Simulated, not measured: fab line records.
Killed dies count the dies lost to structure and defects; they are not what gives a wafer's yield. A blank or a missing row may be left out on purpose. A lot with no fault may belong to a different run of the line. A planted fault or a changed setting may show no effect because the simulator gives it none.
Code-filled problem report in 8D (eight disciplines) form :: flow n5Finfet :: the parts of the form that need people (team, actions taken, sign-off) are left out

## 1. WHAT WENT WRONG
HMC_CMP_THK at N5_PMOS_HMC_CHANNEL_EPI_THK_MEAS_22 reads a mean of 41.1 nm on 6 wafers of 2 lots; wafers without a fault read 53.8 nm with a standard deviation of 0.9. Relative to the usual mean, that is a shift of -14 standard deviations.
Seen first at day 3 02:02 on filmMetro-01, wafer L699.3. The record has a number at this step for 27 wafers belonging to 10 lots. The rule behind "out" and "out of limits": a value lying over 4 standard deviations away from the usual mean. The other wafers with a number count as sound.

## 2. WHAT THIS IS AND IS NOT
question: which readings at this step
is: HMC_CMP_THK
is not: -

question: which lots
is: L699, L701
is not: L694, L695, L696, L698, L710, L711, L713, L715

question: which wafers of those lots
is: all that have a number
is not: -

question: read on which gauges
is: filmMetro-01, filmMetro-02
is not: -

question: when
is: from day 3 02:02
is not: up to then (10 sound wafers); but 11 sound wafers of L710, L711, L713, L715 came after

## 3. WHAT RULES OUT EACH SUSPECT
Counting: a tool at a process step up to the reading stays a suspect if it ran every lot that is out and no sound lot after the first of them.
- the gauge at N5_PMOS_HMC_CHANNEL_EPI_THK_MEAS_22 is ruled out. 2 gauges (filmMetro-01, filmMetro-02) read the wafers that are out.
- epiRpcvd-02 at N5_WELL_APT_EPI_41 (deposits Si from SiH4/H2, target thk 50 nm, time 297.7 s): kept. It ran every lot that is out, first L699 (day 2 22:28), and no sound lot after that; its last sound lot up to then is L698 (day 2 16:34).
- epiRpcvd-03 at N5_PMOS_HMC_CHANNEL_EPI_EPI_20 (deposits SiGe30, target thk 59 nm): kept. It ran every lot that is out, first L699 (day 3 00:41), and no sound lot after that; its last sound lot up to then is L696 (day 2 06:09).
Left after counting: epiRpcvd-02 at N5_WELL_APT_EPI_41, epiRpcvd-03 at N5_PMOS_HMC_CHANNEL_EPI_EPI_20.

## 4. THE CAUSE (what the simulator had put in)
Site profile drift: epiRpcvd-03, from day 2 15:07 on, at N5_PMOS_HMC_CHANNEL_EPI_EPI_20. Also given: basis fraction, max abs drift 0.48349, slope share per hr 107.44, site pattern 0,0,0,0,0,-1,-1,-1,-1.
This tool is one of the 2 suspects left after counting.

## 5. THE CHAIN OF EFFECTS, in route order
Rows list readings where the struck wafers' mean (over those with a number) sits beyond 3 standard deviations from the usual. Readings are gone through only where the record gives a usual standard deviation; hours: the median, over the lots, of the time from a lot's start at the first step in this table giving one to that lot's start at this step; sigmas: the change measured in usual standard deviations.
hours: 0
step: N5_PMOS_HMC_CHANNEL_EPI_THK_MEAS_22
reading: HMC_CMP_THK
usual: 53.8 nm
on struck wafers: 41.1
change: -12.6
sigmas: -14
Later steps that measure or inspect, where all struck wafers having a row at the step show a number for every such reading and not one has moved that far: N5_BEOL_M4_RC_MEAS_101.

## 6. WHAT WOULD HAVE CAUGHT IT SOONER
In this record the first reading out of limits at a measuring or inspecting step was taken at day 3 02:02, 11 hours after the fault began at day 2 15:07.
Among the 2 lots that are out, L701 began N5_PMOS_HMC_CHANNEL_EPI_EPI_20 on epiRpcvd-03 after day 3 02:02. Had the tool been put on hold then, it would have been spared.
